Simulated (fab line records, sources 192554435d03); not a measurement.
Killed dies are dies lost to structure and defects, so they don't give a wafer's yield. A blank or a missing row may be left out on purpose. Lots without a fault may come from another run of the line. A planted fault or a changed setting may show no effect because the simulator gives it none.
Chamber matching | flow n5_finfet | N5_FIN_SAQP_FIN_ETCH_36 on rie_si-06: 4 sister chambers
The step etches the open film in HBr/Cl2/O2, target depth 120 nm, time 50.4 s. 14 wafers are shown with their chamber, then 7 later ones without.

WAFERS WITH THEIR CHAMBER
wafer  | chamber | drypump_motor_current_A (A) | throttle_valve_pct (%) | oes_product_au (a.u.)
L078.2 | 1       | 6.4                         | 35.70                  | 0.979
L078.3 | 3       | 5.6                         | 35.75                  | 0.988
L078.6 | 0       | 6.0                         | 35.71                  | 1.006
L080.2 | 1       | 6.4                         | 35.69                  | 0.990
L080.4 | 0       | 6.0                         | 35.73                  | 1.012
L080.5 | 2       | 6.3                         | 35.90                  | 1.001
L083.4 | 2       | 6.3                         | 35.87                  | 1.011
L083.5 | 0       | 6.0                         | 35.71                  | 1.017
L083.6 | 3       | 5.6                         | 35.74                  | 0.993
L089.4 | 2       | 6.3                         | 35.89                  | 1.010
L089.5 | 0       | 6.0                         | 35.71                  | 1.017
L089.6 | 3       | 5.6                         | 35.72                  | 0.986
L091.1 | 2       | 6.3                         | 35.90                  | 0.996
L091.3 | 1       | 6.5                         | 35.70                  | 0.977

SIGNATURES (means of the wafers above)
reading                 | chamber 0 | chamber 1 | chamber 2 | chamber 3 | scatter within a chamber
drypump_motor_current_A | 6.000     | 6.433     | 6.300     | 5.600     | 0.0258
throttle_valve_pct      | 35.7150   | 35.6967   | 35.8900   | 35.7367   | 0.012
oes_product_au          | 1.01300   | 0.98200   | 1.00450   | 0.98900   | 0.00602
Rule: a wafer's distance from a chamber is the root of the sum, over the readings, of the square of ((its reading less the chamber's mean) divided by the reading's scatter). The wafer belongs to the nearest chamber; if the next one is less than 2 further off, it can't be placed. The scatter: the root of (the sum of the squares of (reading less its chamber's mean) over the shown wafers, divided by (wafers less chambers)).

WAFERS WITHOUT THEIR CHAMBER
wafer  | drypump_motor_current_A (A) | throttle_valve_pct (%) | oes_product_au (a.u.)
L091.6 | 6.5                         | 35.71                  | 0.978
L092.1 | 6.3                         | 35.91                  | 1.009
L092.4 | 5.6                         | 35.74                  | 0.988
L092.5 | 6.3                         | 35.91                  | 1.002
L097.2 | 6.0                         | 35.72                  | 1.017
L097.3 | 6.5                         | 35.69                  | 0.988
L097.5 | 6.3                         | 35.89                  | 1.010

WHICH CHAMBER EACH WENT THROUGH
wafer  | from the rows above | in truth
L091.6 | 1                   | 1
L092.1 | 2                   | 2
L092.4 | 3                   | 3
L092.5 | 2                   | 2
L097.2 | 0                   | 0
L097.3 | 1                   | 1
L097.5 | 2                   | 2
Placed correctly: 7 of 7. Can't be placed from these rows: 0. Placed wrongly: 0.
